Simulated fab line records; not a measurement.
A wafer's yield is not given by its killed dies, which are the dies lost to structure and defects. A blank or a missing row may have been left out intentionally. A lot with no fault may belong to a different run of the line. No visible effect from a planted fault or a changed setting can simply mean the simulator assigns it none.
Which tool is to blame? / flow nand-harc / 24 lots, 72 wafers sampled, at 5 steps of a route of 1159

## WHAT THE GAUGES READ, wafer by wafer
NHARC_P_CONTACT_CD_MEAS_12 targets a cd of 90 nm.
lot=L075; measured=day 5 22:49; on=cd-sem-01; cd-nm (nm)=90.9 90.4 90.3
lot=L074; measured=day 5 23:26; on=cd-sem-02; cd-nm (nm)=90.6 89.8 90.7
lot=L076; measured=day 6 05:24; on=cd-sem-01; cd-nm (nm)=89.8 89.8 89.3
lot=L077; measured=day 6 05:56; on=cd-sem-02; cd-nm (nm)=90.1 89.4 90.1
lot=L078; measured=day 6 12:08; on=cd-sem-03; cd-nm (nm)=91.0 90.6 90.2
lot=L079; measured=day 6 12:45; on=cd-sem-02; cd-nm (nm)=90.9 90.1 90.0
lot=L080; measured=day 7 03:26; on=cd-sem-01; cd-nm (nm)=89.3 90.4 89.7
lot=L081; measured=day 7 07:09; on=cd-sem-03; cd-nm (nm)=89.6 90.3 89.5
lot=L082; measured=day 7 08:06; on=cd-sem-01; cd-nm (nm)=91.6 91.8 91.4
lot=L083; measured=day 7 21:50; on=cd-sem-02; cd-nm (nm)=90.1 89.9 90.1
lot=L084; measured=day 7 22:29; on=cd-sem-01; cd-nm (nm)=90.6 89.6 90.5
lot=L088; measured=day 8 19:28; on=cd-sem-01; cd-nm (nm)=90.3 90.7 90.4
lot=L085; measured=day 8 19:43; on=cd-sem-01; cd-nm (nm)=89.8 88.4 89.2
lot=L087; measured=day 8 20:40; on=cd-sem-02; cd-nm (nm)=90.1 90.3 90.6
lot=L086; measured=day 9 01:32; on=cd-sem-01; cd-nm (nm)=89.4 90.2 89.7
lot=L089; measured=day 9 10:23; on=cd-sem-03; cd-nm (nm)=89.7 89.9 89.1
lot=L090; measured=day 9 17:47; on=cd-sem-03; cd-nm (nm)=90.4 90.3 90.4
lot=L091; measured=day 10 02:42; on=cd-sem-02; cd-nm (nm)=89.9 90.2 90.2
lot=L093; measured=day 10 03:15; on=cd-sem-02; cd-nm (nm)=90.0 90.4 89.4
lot=L092; measured=day 10 04:18; on=cd-sem-03; cd-nm (nm)=90.6 90.6 90.8
lot=L094; measured=day 10 13:50; on=cd-sem-02; cd-nm (nm)=90.5 90.8 89.7
lot=L095; measured=day 10 20:35; on=cd-sem-01; cd-nm (nm)=90.1 90.5 90.4
lot=L096; measured=day 10 21:07; on=cd-sem-03; cd-nm (nm)=90.0 90.1 90.0
lot=L097; measured=day 11 03:20; on=cd-sem-02; cd-nm (nm)=89.3 89.6 89.4

NHARC_P_CONTACT_OVL_MEAS_13.
lot=L075; measured=day 5 22:55; on=overlay-01; overlay-x-nm (nm)=-1.2 -1.1 -0.4; overlay-y-nm (nm)=-0.8 -0.8 -0.2
lot=L074; measured=day 5 23:32; on=overlay-01; overlay-x-nm (nm)=-0.1 -0.5 0.1; overlay-y-nm (nm)=-1.3 -1.4 -1.5
lot=L076; measured=day 6 05:29; on=overlay-02; overlay-x-nm (nm)=0.3 0.1 0.0; overlay-y-nm (nm)=0.0 -0.2 -0.4
lot=L077; measured=day 6 06:01; on=overlay-01; overlay-x-nm (nm)=0.9 0.8 0.8; overlay-y-nm (nm)=0.2 0.2 0.1
lot=L078; measured=day 6 12:14; on=overlay-01; overlay-x-nm (nm)=0.3 0.3 0.1; overlay-y-nm (nm)=-0.8 -0.4 -0.7
lot=L079; measured=day 6 12:50; on=overlay-02; overlay-x-nm (nm)=1.1 0.5 0.6; overlay-y-nm (nm)=-0.6 0.2 0.0
lot=L080; measured=day 7 03:32; on=overlay-01; overlay-x-nm (nm)=1.8 1.7 2.2; overlay-y-nm (nm)=0.0 0.1 0.2
lot=L081; measured=day 7 07:14; on=overlay-02; overlay-x-nm (nm)=-1.6 -1.8 -1.2; overlay-y-nm (nm)=-1.2 -0.6 -0.4
lot=L082; measured=day 7 08:11; on=overlay-01; overlay-x-nm (nm)=-0.9 0.4 -0.4; overlay-y-nm (nm)=-0.2 -0.1 -0.5
lot=L083; measured=day 7 21:56; on=overlay-01; overlay-x-nm (nm)=0.3 0.7 -0.2; overlay-y-nm (nm)=0.7 0.6 0.6
lot=L084; measured=day 7 22:34; on=overlay-01; overlay-x-nm (nm)=-0.7 -0.1 -0.7; overlay-y-nm (nm)=0.8 0.0 0.1
lot=L088; measured=day 8 19:33; on=overlay-01; overlay-x-nm (nm)=-0.8 -1.0 -1.3; overlay-y-nm (nm)=0.1 -0.2 0.4
lot=L085; measured=day 8 19:49; on=overlay-01; overlay-x-nm (nm)=-0.1 -0.1 -0.4; overlay-y-nm (nm)=-1.3 -0.9 -0.8
lot=L087; measured=day 8 20:45; on=overlay-02; overlay-x-nm (nm)=0.9 1.1 0.7; overlay-y-nm (nm)=-0.5 -0.4 -0.9
lot=L086; measured=day 9 01:37; on=overlay-02; overlay-x-nm (nm)=0.7 1.1 0.7; overlay-y-nm (nm)=1.5 1.8 1.3
lot=L089; measured=day 9 10:28; on=overlay-02; overlay-x-nm (nm)=0.9 1.0 1.0; overlay-y-nm (nm)=-0.7 -1.7 -1.2
lot=L090; measured=day 9 17:52; on=overlay-01; overlay-x-nm (nm)=-0.6 -1.1 -0.1; overlay-y-nm (nm)=0.2 0.3 -0.4
lot=L091; measured=day 10 02:47; on=overlay-02; overlay-x-nm (nm)=-0.5 -0.8 -1.2; overlay-y-nm (nm)=-0.5 -0.8 -0.3
lot=L093; measured=day 10 03:20; on=overlay-02; overlay-x-nm (nm)=0.1 0.0 -0.1; overlay-y-nm (nm)=0.0 -0.6 0.1
lot=L092; measured=day 10 04:23; on=overlay-02; overlay-x-nm (nm)=-0.9 -1.2 -1.3; overlay-y-nm (nm)=-1.1 -0.1 -0.6
lot=L094; measured=day 10 13:56; on=overlay-02; overlay-x-nm (nm)=-0.2 0.1 -0.2; overlay-y-nm (nm)=-1.8 -1.7 -1.4
lot=L095; measured=day 10 20:40; on=overlay-01; overlay-x-nm (nm)=0.2 0.2 0.4; overlay-y-nm (nm)=1.7 1.2 1.5
lot=L096; measured=day 10 21:13; on=overlay-01; overlay-x-nm (nm)=0.0 -0.1 0.3; overlay-y-nm (nm)=0.2 -0.2 0.2
lot=L097; measured=day 11 03:25; on=overlay-01; overlay-x-nm (nm)=2.8 1.8 2.0; overlay-y-nm (nm)=-1.5 -1.4 -1.0

NHARC_P_CONTACT_INSPECT_14.
lot=L075; measured=day 5 22:56; on=defect-inspect-01; raw-defect-count=7 2 2
lot=L074; measured=day 5 23:34; on=defect-inspect-01; raw-defect-count=0 3 6
lot=L076; measured=day 6 05:31; on=defect-inspect-01; raw-defect-count=11 9 2
lot=L077; measured=day 6 06:03; on=defect-inspect-01; raw-defect-count=4 7 2
lot=L078; measured=day 6 12:16; on=defect-inspect-02; raw-defect-count=3 5 3
lot=L079; measured=day 6 12:52; on=defect-inspect-01; raw-defect-count=4 5 5
lot=L080; measured=day 7 03:34; on=defect-inspect-01; raw-defect-count=3 2 2
lot=L081; measured=day 7 07:16; on=defect-inspect-02; raw-defect-count=2 5 5
lot=L082; measured=day 7 08:14; on=defect-inspect-02; raw-defect-count=4 3 6
lot=L083; measured=day 7 21:58; on=defect-inspect-02; raw-defect-count=1 9 3
lot=L084; measured=day 7 22:36; on=defect-inspect-02; raw-defect-count=10 7 7
lot=L088; measured=day 8 19:35; on=defect-inspect-02; raw-defect-count=5 2 1
lot=L085; measured=day 8 19:51; on=defect-inspect-01; raw-defect-count=4 3 2
lot=L087; measured=day 8 20:47; on=defect-inspect-01; raw-defect-count=7 2 5
lot=L086; measured=day 9 01:39; on=defect-inspect-02; raw-defect-count=3 4 3
lot=L089; measured=day 9 10:31; on=defect-inspect-02; raw-defect-count=5 1 1
lot=L090; measured=day 9 17:55; on=defect-inspect-02; raw-defect-count=8 5 6
lot=L091; measured=day 10 02:49; on=defect-inspect-01; raw-defect-count=2 3 2
lot=L093; measured=day 10 03:22; on=defect-inspect-01; raw-defect-count=1 2 3
lot=L092; measured=day 10 04:25; on=defect-inspect-01; raw-defect-count=2 4 1
lot=L094; measured=day 10 13:58; on=defect-inspect-02; raw-defect-count=1 4 3
lot=L095; measured=day 10 20:42; on=defect-inspect-02; raw-defect-count=8 3 5
lot=L096; measured=day 10 21:14; on=defect-inspect-01; raw-defect-count=2 2 6
lot=L097; measured=day 11 03:27; on=defect-inspect-01; raw-defect-count=1 1 3

## EACH LOT AND THE TOOL THAT RAN IT (in order: tool; ch and the chambers of the sampled wafers; start)
lot=L075; NHARC_P_GATE_STRIP_112=plasma-asher-02 ch 0,1, day 5 16:45; NHARC_P_GATE_RTA_82=rtp-anneal-01 ch 0, day 5 20:54
lot=L074; NHARC_P_GATE_STRIP_112=plasma-asher-01 ch 0,1, day 5 17:06; NHARC_P_GATE_RTA_82=rtp-anneal-01 ch 0, day 5 21:25
lot=L076; NHARC_P_GATE_STRIP_112=plasma-asher-02 ch 0,1, day 5 23:10; NHARC_P_GATE_RTA_82=rtp-anneal-01 ch 0, day 6 03:17
lot=L077; NHARC_P_GATE_STRIP_112=plasma-asher-01 ch 0,1, day 5 23:47; NHARC_P_GATE_RTA_82=rtp-anneal-02 ch 0, day 6 04:11
lot=L078; NHARC_P_GATE_STRIP_112=plasma-asher-02 ch 0,1, day 6 06:29; NHARC_P_GATE_RTA_82=rtp-anneal-01 ch 0, day 6 10:29
lot=L079; NHARC_P_GATE_STRIP_112=plasma-asher-01 ch 0,1, day 6 06:55; NHARC_P_GATE_RTA_82=rtp-anneal-01 ch 0, day 6 11:03
lot=L080; NHARC_P_GATE_STRIP_112=plasma-asher-02 ch 0,1, day 6 21:37; NHARC_P_GATE_RTA_82=rtp-anneal-02 ch 0, day 7 01:46
lot=L081; NHARC_P_GATE_STRIP_112=plasma-asher-02 ch 0,1, day 7 01:26; NHARC_P_GATE_RTA_82=rtp-anneal-01 ch 0, day 7 05:28
lot=L082; NHARC_P_GATE_STRIP_112=plasma-asher-01 ch 0,1, day 7 02:19; NHARC_P_GATE_RTA_82=rtp-anneal-01 ch 0, day 7 06:15
lot=L083; NHARC_P_GATE_STRIP_112=plasma-asher-01 ch 0,1, day 7 15:56; NHARC_P_GATE_RTA_82=rtp-anneal-02 ch 0, day 7 20:02
lot=L084; NHARC_P_GATE_STRIP_112=plasma-asher-02 ch 0,1, day 7 16:04; NHARC_P_GATE_RTA_82=rtp-anneal-01 ch 0, day 7 20:48
lot=L088; NHARC_P_GATE_STRIP_112=plasma-asher-02 ch 0,1, day 8 13:14; NHARC_P_GATE_RTA_82=rtp-anneal-02 ch 0, day 8 17:39
lot=L085; NHARC_P_GATE_STRIP_112=plasma-asher-01 ch 0,1, day 8 13:43; NHARC_P_GATE_RTA_82=rtp-anneal-02 ch 0, day 8 17:55
lot=L087; NHARC_P_GATE_STRIP_112=plasma-asher-01 ch 0,1, day 8 14:14; NHARC_P_GATE_RTA_82=rtp-anneal-02 ch 0, day 8 18:51
lot=L086; NHARC_P_GATE_STRIP_112=plasma-asher-01 ch 0,1, day 8 19:35; NHARC_P_GATE_RTA_82=rtp-anneal-02 ch 0, day 8 23:43
lot=L089; NHARC_P_GATE_STRIP_112=plasma-asher-01 ch 0,1, day 9 04:08; NHARC_P_GATE_RTA_82=rtp-anneal-02 ch 0, day 9 08:11
lot=L090; NHARC_P_GATE_STRIP_112=plasma-asher-01 ch 0,1, day 9 10:48; NHARC_P_GATE_RTA_82=rtp-anneal-02 ch 0, day 9 14:52
lot=L091; NHARC_P_GATE_STRIP_112=plasma-asher-01 ch 0,1, day 9 20:55; NHARC_P_GATE_RTA_82=rtp-anneal-01 ch 0, day 10 00:56
lot=L093; NHARC_P_GATE_STRIP_112=plasma-asher-02 ch 0,1, day 9 21:19; NHARC_P_GATE_RTA_82=rtp-anneal-02 ch 0, day 10 01:27
lot=L092; NHARC_P_GATE_STRIP_112=plasma-asher-02 ch 0,1, day 9 22:22; NHARC_P_GATE_RTA_82=rtp-anneal-02 ch 0, day 10 02:32
lot=L094; NHARC_P_GATE_STRIP_112=plasma-asher-02 ch 0,1, day 10 07:47; NHARC_P_GATE_RTA_82=rtp-anneal-02 ch 0, day 10 12:01
lot=L095; NHARC_P_GATE_STRIP_112=plasma-asher-01 ch 0,1, day 10 14:40; NHARC_P_GATE_RTA_82=rtp-anneal-02 ch 0, day 10 18:47
lot=L096; NHARC_P_GATE_STRIP_112=plasma-asher-02 ch 0,1, day 10 15:07; NHARC_P_GATE_RTA_82=rtp-anneal-02 ch 0, day 10 19:18
lot=L097; NHARC_P_GATE_STRIP_112=plasma-asher-02 ch 1, day 10 20:55; NHARC_P_GATE_RTA_82=rtp-anneal-02 ch 0, day 11 01:25
- NHARC_P_GATE_STRIP_112: strips in N2/H2, time 200 s.
- NHARC_P_GATE_RTA_82: time 30 s.

## WHAT THE TOOLS THEMSELVES READ (means of the sampled wafers that have a number; where no wafer has one, the mark that the record gives instead)
NHARC_P_GATE_STRIP_112.
lot=L075; tool=plasma-asher-02; drypump-motor-current-A (A)=6.1; heater-power-w (W)=84
lot=L074; tool=plasma-asher-01; drypump-motor-current-A (A)=5.5; heater-power-w (W)=97
lot=L076; tool=plasma-asher-02; drypump-motor-current-A (A)=6.2; heater-power-w (W)=86
lot=L077; tool=plasma-asher-01; drypump-motor-current-A (A)=5.5; heater-power-w (W)=95
lot=L078; tool=plasma-asher-02; drypump-motor-current-A (A)=6.2; heater-power-w (W)=87
lot=L079; tool=plasma-asher-01; drypump-motor-current-A (A)=5.2; heater-power-w (W)=106
lot=L080; tool=plasma-asher-02; drypump-motor-current-A (A)=6.2; heater-power-w (W)=86
lot=L081; tool=plasma-asher-02; drypump-motor-current-A (A)=6.2; heater-power-w (W)=85
lot=L082; tool=plasma-asher-01; drypump-motor-current-A (A)=5.4; heater-power-w (W)=97
lot=L083; tool=plasma-asher-01; drypump-motor-current-A (A)=5.2; heater-power-w (W)=107
lot=L084; tool=plasma-asher-02; drypump-motor-current-A (A)=6.1; heater-power-w (W)=85
lot=L088; tool=plasma-asher-02; drypump-motor-current-A (A)=6.1; heater-power-w (W)=85
lot=L085; tool=plasma-asher-01; drypump-motor-current-A (A)=5.5; heater-power-w (W)=97
lot=L087; tool=plasma-asher-01; drypump-motor-current-A (A)=5.4; heater-power-w (W)=97
lot=L086; tool=plasma-asher-01; drypump-motor-current-A (A)=5.4; heater-power-w (W)=96
lot=L089; tool=plasma-asher-01; drypump-motor-current-A (A)=5.2; heater-power-w (W)=105
lot=L090; tool=plasma-asher-01; drypump-motor-current-A (A)=5.4; heater-power-w (W)=97
lot=L091; tool=plasma-asher-01; drypump-motor-current-A (A)=5.2; heater-power-w (W)=104
lot=L093; tool=plasma-asher-02; drypump-motor-current-A (A)=6.2; heater-power-w (W)=87
lot=L092; tool=plasma-asher-02; drypump-motor-current-A (A)=6.2; heater-power-w (W)=89
lot=L094; tool=plasma-asher-02; drypump-motor-current-A (A)=6.1; heater-power-w (W)=86
lot=L095; tool=plasma-asher-01; drypump-motor-current-A (A)=5.2; heater-power-w (W)=105
lot=L096; tool=plasma-asher-02; drypump-motor-current-A (A)=6.1; heater-power-w (W)=86
lot=L097; tool=plasma-asher-02; drypump-motor-current-A (A)=6.2; heater-power-w (W)=91

NHARC_P_GATE_RTA_82.
lot=L075; tool=rtp-anneal-01; lamp-power-pct (%)=3.69; lamp_zone_5_pct (%)=3.71; lamp_zone_6_pct (%)=3.66; lamp_zone_7_pct (%)=3.89; wafer_temp_C_max=451.8
lot=L074; tool=rtp-anneal-01; lamp-power-pct (%)=3.69; lamp_zone_5_pct (%)=3.70; lamp_zone_6_pct (%)=3.66; lamp_zone_7_pct (%)=3.89; wafer_temp_C_max=452.5
lot=L076; tool=rtp-anneal-01; lamp-power-pct (%)=3.69; lamp_zone_5_pct (%)=3.70; lamp_zone_6_pct (%)=3.66; lamp_zone_7_pct (%)=3.89; wafer_temp_C_max=452.1
lot=L077; tool=rtp-anneal-02; lamp-power-pct (%)=3.83; lamp_zone_5_pct (%)=3.84; lamp_zone_6_pct (%)=3.80; lamp_zone_7_pct (%)=4.02; wafer_temp_C_max=451.7
lot=L078; tool=rtp-anneal-01; lamp-power-pct (%)=3.69; lamp_zone_5_pct (%)=3.70; lamp_zone_6_pct (%)=3.66; lamp_zone_7_pct (%)=3.89; wafer_temp_C_max=451.7
lot=L079; tool=rtp-anneal-01; lamp-power-pct (%)=3.69; lamp_zone_5_pct (%)=3.71; lamp_zone_6_pct (%)=3.66; lamp_zone_7_pct (%)=3.88; wafer_temp_C_max=451.6
lot=L080; tool=rtp-anneal-02; lamp-power-pct (%)=3.83; lamp_zone_5_pct (%)=3.84; lamp_zone_6_pct (%)=3.80; lamp_zone_7_pct (%)=4.03; wafer_temp_C_max=452.0
lot=L081; tool=rtp-anneal-01; lamp-power-pct (%)=3.69; lamp_zone_5_pct (%)=3.70; lamp_zone_6_pct (%)=3.66; lamp_zone_7_pct (%)=3.89; wafer_temp_C_max=451.6
lot=L082; tool=rtp-anneal-01; lamp-power-pct (%)=3.69; lamp_zone_5_pct (%)=3.71; lamp_zone_6_pct (%)=3.66; lamp_zone_7_pct (%)=3.88; wafer_temp_C_max=451.7
lot=L083; tool=rtp-anneal-02; lamp-power-pct (%)=3.83; lamp_zone_5_pct (%)=3.84; lamp_zone_6_pct (%)=3.79; lamp_zone_7_pct (%)=4.03; wafer_temp_C_max=452.5
lot=L084; tool=rtp-anneal-01; lamp-power-pct (%)=3.69; lamp_zone_5_pct (%)=3.70; lamp_zone_6_pct (%)=3.66; lamp_zone_7_pct (%)=3.89; wafer_temp_C_max=452.0
lot=L088; tool=rtp-anneal-02; lamp-power-pct (%)=3.82; lamp_zone_5_pct (%)=3.84; lamp_zone_6_pct (%)=3.80; lamp_zone_7_pct (%)=4.02; wafer_temp_C_max=451.6
lot=L085; tool=rtp-anneal-02; lamp-power-pct (%)=3.82; lamp_zone_5_pct (%)=3.84; lamp_zone_6_pct (%)=3.80; lamp_zone_7_pct (%)=4.03; wafer_temp_C_max=451.6
lot=L087; tool=rtp-anneal-02; lamp-power-pct (%)=3.83; lamp_zone_5_pct (%)=3.84; lamp_zone_6_pct (%)=3.79; lamp_zone_7_pct (%)=4.03; wafer_temp_C_max=451.6
lot=L086; tool=rtp-anneal-02; lamp-power-pct (%)=3.82; lamp_zone_5_pct (%)=3.84; lamp_zone_6_pct (%)=3.79; lamp_zone_7_pct (%)=4.03; wafer_temp_C_max=451.8
lot=L089; tool=rtp-anneal-02; lamp-power-pct (%)=3.83; lamp_zone_5_pct (%)=3.84; lamp_zone_6_pct (%)=3.79; lamp_zone_7_pct (%)=4.02; wafer_temp_C_max=451.6
lot=L090; tool=rtp-anneal-02; lamp-power-pct (%)=3.82; lamp_zone_5_pct (%)=3.84; lamp_zone_6_pct (%)=3.79; lamp_zone_7_pct (%)=4.02; wafer_temp_C_max=451.9
lot=L091; tool=rtp-anneal-01; lamp-power-pct (%)=3.69; lamp_zone_5_pct (%)=3.71; lamp_zone_6_pct (%)=3.66; lamp_zone_7_pct (%)=3.88; wafer_temp_C_max=451.5
lot=L093; tool=rtp-anneal-02; lamp-power-pct (%)=3.82; lamp_zone_5_pct (%)=3.83; lamp_zone_6_pct (%)=3.79; lamp_zone_7_pct (%)=4.02; wafer_temp_C_max=451.5
lot=L092; tool=rtp-anneal-02; lamp-power-pct (%)=3.82; lamp_zone_5_pct (%)=3.84; lamp_zone_6_pct (%)=3.79; lamp_zone_7_pct (%)=4.03; wafer_temp_C_max=451.8
lot=L094; tool=rtp-anneal-02; lamp-power-pct (%)=3.82; lamp_zone_5_pct (%)=3.84; lamp_zone_6_pct (%)=3.80; lamp_zone_7_pct (%)=4.03; wafer_temp_C_max=452.3
lot=L095; tool=rtp-anneal-02; lamp-power-pct (%)=3.83; lamp_zone_5_pct (%)=3.84; lamp_zone_6_pct (%)=3.79; lamp_zone_7_pct (%)=4.03; wafer_temp_C_max=451.8
lot=L096; tool=rtp-anneal-02; lamp-power-pct (%)=3.82; lamp_zone_5_pct (%)=3.84; lamp_zone_6_pct (%)=3.79; lamp_zone_7_pct (%)=4.03; wafer_temp_C_max=451.8
lot=L097; tool=rtp-anneal-02; lamp-power-pct (%)=3.82; lamp_zone_5_pct (%)=3.84; lamp_zone_6_pct (%)=3.79; lamp_zone_7_pct (%)=4.03; wafer_temp_C_max=451.7

## THE ANSWER, worked out from the rows above alone
Rule: the usual values come from the lots themselves. Put in order of their means at a reading, lots are off if they are a third of the lots or fewer, leave a main group of 4 or more, and stand apart from it by a gap of 3 or more times the standard deviation of the main group's means; of several such gaps the widest counts. Not used: any main group whose means are identical at the precision the tables above print for the reading. A lot without any number at a reading at which 4 lots or more have one is off too. All remaining lots with rows at the step are treated as sound. Order of review: gauges by route order, followed by the tools' own readings, for which a lot's mean as printed above is used. The first step at which some lot is off is used, and at that step the reading that is off furthest; a lot without a number counts as furthest.
No lot is off on any of the readings shown, so nothing can be concluded from this.

## WHAT HAD BEEN PUT IN BY THE SIMULATOR
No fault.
